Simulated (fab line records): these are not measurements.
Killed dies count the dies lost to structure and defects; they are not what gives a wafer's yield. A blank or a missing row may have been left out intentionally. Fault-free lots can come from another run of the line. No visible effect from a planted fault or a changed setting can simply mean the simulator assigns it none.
Matching of chambers / flow nandHarc / 4 sister chambers for NHARC_P_CONTACT_DESCUM_17 on rieDiel-05
The step chemistry O2, time 3 s. 14 wafers are shown with their chamber, then 7 later ones without.

== WAFERS PAIRED WITH THEIR CHAMBERS ==
wafer=L077.3; chamber=3; rfVppV (V)=58.1; oesProductAu (a.u.)=0.999; throttleValvePct (%)=11.317
wafer=L077.5; chamber=3; rfVppV (V)=57.5; oesProductAu (a.u.)=1.008; throttleValvePct (%)=11.313
wafer=L077.6; chamber=2; rfVppV (V)=56.9; oesProductAu (a.u.)=1.015; throttleValvePct (%)=11.310
wafer=L081.1; chamber=3; rfVppV (V)=56.9; oesProductAu (a.u.)=1.012; throttleValvePct (%)=11.293
wafer=L081.2; chamber=0; rfVppV (V)=58.5; oesProductAu (a.u.)=0.993; throttleValvePct (%)=11.325
wafer=L081.5; chamber=3; rfVppV (V)=59.0; oesProductAu (a.u.)=0.986; throttleValvePct (%)=11.293
wafer=L083.1; chamber=2; rfVppV (V)=57.0; oesProductAu (a.u.)=1.012; throttleValvePct (%)=11.319
wafer=L083.3; chamber=0; rfVppV (V)=58.6; oesProductAu (a.u.)=0.988; throttleValvePct (%)=11.314
wafer=L083.4; chamber=1; rfVppV (V)=57.8; oesProductAu (a.u.)=1.005; throttleValvePct (%)=11.308
wafer=L084.1; chamber=1; rfVppV (V)=58.7; oesProductAu (a.u.)=0.996; throttleValvePct (%)=11.318
wafer=L084.2; chamber=0; rfVppV (V)=58.3; oesProductAu (a.u.)=0.994; throttleValvePct (%)=11.312
wafer=L084.3; chamber=2; rfVppV (V)=56.5; oesProductAu (a.u.)=1.011; throttleValvePct (%)=11.307
wafer=L087.3; chamber=1; rfVppV (V)=58.8; oesProductAu (a.u.)=0.996; throttleValvePct (%)=11.312
wafer=L087.4; chamber=2; rfVppV (V)=57.0; oesProductAu (a.u.)=1.009; throttleValvePct (%)=11.292

SIGNATURES (averages over the wafers above)
reading=rfVppV; chamber 0=58.467; chamber 1=58.433; chamber 2=56.850; chamber 3=57.875; scatter within a chamber=0.568
reading=oesProductAu; chamber 0=0.99167; chamber 1=0.99900; chamber 2=1.01175; chamber 3=1.00125; scatter within a chamber=0.00702
reading=throttleValvePct; chamber 0=11.31700; chamber 1=11.31267; chamber 2=11.30700; chamber 3=11.30400; scatter within a chamber=0.0101
Rule: distance of a wafer from a chamber = root of the sum over the readings of ((wafer's reading minus chamber's mean) / reading's scatter) squared. If the next closest chamber is less than 2 further off than the closest, the wafer can't be placed; otherwise it belongs to the closest. How the scatter is found: for the shown wafers, subtract from each reading the mean of its chamber, square and add these, divide the total by (wafers less chambers), then take the root.

== WAFERS WITH NO CHAMBER GIVEN ==
wafer=L087.5; rfVppV (V)=58.5; oesProductAu (a.u.)=1.000; throttleValvePct (%)=11.319
wafer=L089.1; rfVppV (V)=56.8; oesProductAu (a.u.)=1.004; throttleValvePct (%)=11.322
wafer=L089.2; rfVppV (V)=57.6; oesProductAu (a.u.)=1.002; throttleValvePct (%)=11.308
wafer=L089.4; rfVppV (V)=58.1; oesProductAu (a.u.)=0.985; throttleValvePct (%)=11.313
wafer=L094.1; rfVppV (V)=57.8; oesProductAu (a.u.)=1.009; throttleValvePct (%)=11.300
wafer=L094.2; rfVppV (V)=57.7; oesProductAu (a.u.)=1.018; throttleValvePct (%)=11.332
wafer=L094.4; rfVppV (V)=58.4; oesProductAu (a.u.)=1.006; throttleValvePct (%)=11.317

== WHICH CHAMBER EACH WENT THROUGH ==
wafer=L087.5; from the rows above=can't be placed: 1 or 0 or 3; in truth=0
wafer=L089.1; from the rows above=can't be placed: 2 or 3 or 1 or 0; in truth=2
wafer=L089.2; from the rows above=can't be placed: 3 or 1 or 2 or 0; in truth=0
wafer=L089.4; from the rows above=can't be placed: 0 or 1 or 3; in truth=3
wafer=L094.1; from the rows above=can't be placed: 3 or 2 or 1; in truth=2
wafer=L094.2; from the rows above=can't be placed: 2 or 1 or 3 or 0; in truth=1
wafer=L094.4; from the rows above=can't be placed: 1 or 3 or 0 or 2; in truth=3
Correctly placed: 0 of 7. Unplaceable from these rows: 7, with the true chamber sitting among the candidates in 7. Wrongly placed: 0.
